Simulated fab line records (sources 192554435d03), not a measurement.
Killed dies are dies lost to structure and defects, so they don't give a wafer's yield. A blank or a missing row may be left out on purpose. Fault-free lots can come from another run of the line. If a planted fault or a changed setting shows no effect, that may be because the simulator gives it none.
Code-filled problem report in 8D (eight disciplines) form	flow n5Finfet	the parts of the form that need people (team, actions taken, sign-off) are left out

== 1. PROBLEM STATEMENT ==
Wafers without a fault read 24.7 s, standard deviation 0.85; barrierFieldEndpointS at N5_BEOL_M2_CMP_52 reads a mean of 13.2 s on 3 wafers belonging to 2 lots. That is -14 standard deviations from the usual mean.
The step: polishes, stops on SiOC, t overpolish 6.8 s, target thk 40 nm.
First observed at day 11 10:34: wafer L843.4, on cmp-03. Wafers with a number at this step in the record: 28, from 10 lots. Rule for "out" (also "out of limits"): further than 4 standard deviations from the usual mean. The rest of the wafers with a number are treated as sound.

== 2. WHAT THIS IS AND IS NOT ==
question	is	is not
which readings at this step	barrierFieldEndpointS	retainingRingPressureFrac, slurryFilterDpKPa, slurryFlowMlMin
which lots	L843, L845	L828, L829, L832, L833, L834, L838, L840, L841
which wafers of those lots	L843.4, L843.5, L845.5	L843.6, L845.1
read on which tools	cmp-01, cmp-03	cmp-04
when	from day 11 10:34	up to then (24 sound wafers); but 1 sound wafer of L845 came after

== 3. WHAT RULES OUT EACH SUSPECT ==
Counting: any tool at a process step up to the reading remains a suspect provided it ran every lot that is out. Sound lots after the first of them don't rule it out here, since some wafers of a struck lot are sound.
- pecvd-04 at N5_BEOL_M2_PECVD_72 (deposits SiO2 from TEOS/O2, target thk 16 nm, time 18 s): kept. Every lot that is out went through it, the first being L843 (day 10 09:08); the last sound lot it ran before that was L834 (day 8 05:09).
- pvdSputter-03 at N5_BEOL_M2_SPUTTER_90 (material Cu, target thk 4.5 nm, time 8.29 s): kept. Every lot that is out went through it, the first being L843 (day 11 09:07); the last sound lot it ran before that was L838 (day 9 09:33).
- rtpAnneal-01 at N5_BEOL_M2_ANNEAL_51 (time 90 s): kept. Every lot that is out went through it, the first being L843 (day 11 10:22); the last sound lot it ran before that was L838 (day 9 15:53).
Still standing after the count: pecvd-04 at N5_BEOL_M2_PECVD_72, pvdSputter-03 at N5_BEOL_M2_SPUTTER_90, rtpAnneal-01 at N5_BEOL_M2_ANNEAL_51.

== 4. THE CAUSE (what the simulator had put in) ==
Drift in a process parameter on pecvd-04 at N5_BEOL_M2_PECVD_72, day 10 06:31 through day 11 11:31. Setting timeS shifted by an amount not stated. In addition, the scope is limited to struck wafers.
Counting leaves 3 suspects; this tool is one of them.

== 5. SEQUENCE OF EFFECTS, ordered by route ==
One row per reading whose mean, taken over the struck wafers that have a number, lies over 3 standard deviations from the usual. Only readings for which the record gives a usual standard deviation are gone through. hours: the time from each lot's start at the first step in this table that gives one to its start at this step, as a median over the lots. sigmas: the change in usual standard deviations.
hours	step	reading	usual	on struck wafers	change	sigmas
0	N5_BEOL_M2_CMP_52	barrierFieldEndpointS	24.7 s	13.2	-11.5	-14
Process steps it contains:
- N5_BEOL_M2_CMP_52: polishes, stops on SiOC, t overpolish 6.8 s, target thk 40 nm.
Later steps that measure or inspect, where all struck wafers having a row at the step show a number for every such reading and not one has moved that far: N5_BEOL_M4_RC_MEAS_101.

== 6. HOW IT WOULD HAVE BEEN CAUGHT EARLIER ==
In this record no reading fell out of limits until day 11 10:34, 28 hours after the fault had begun at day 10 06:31.
No tool reading at N5_BEOL_M2_PECVD_72 that has a usual standard deviation in the record was out on any struck wafer, so an alarm limit of 4 standard deviations on those readings would not have fired.
All the lots that are out (2) had begun N5_BEOL_M2_PECVD_72 on pecvd-04 by day 11 10:34. Tool hold at that time: it would have spared none of them.
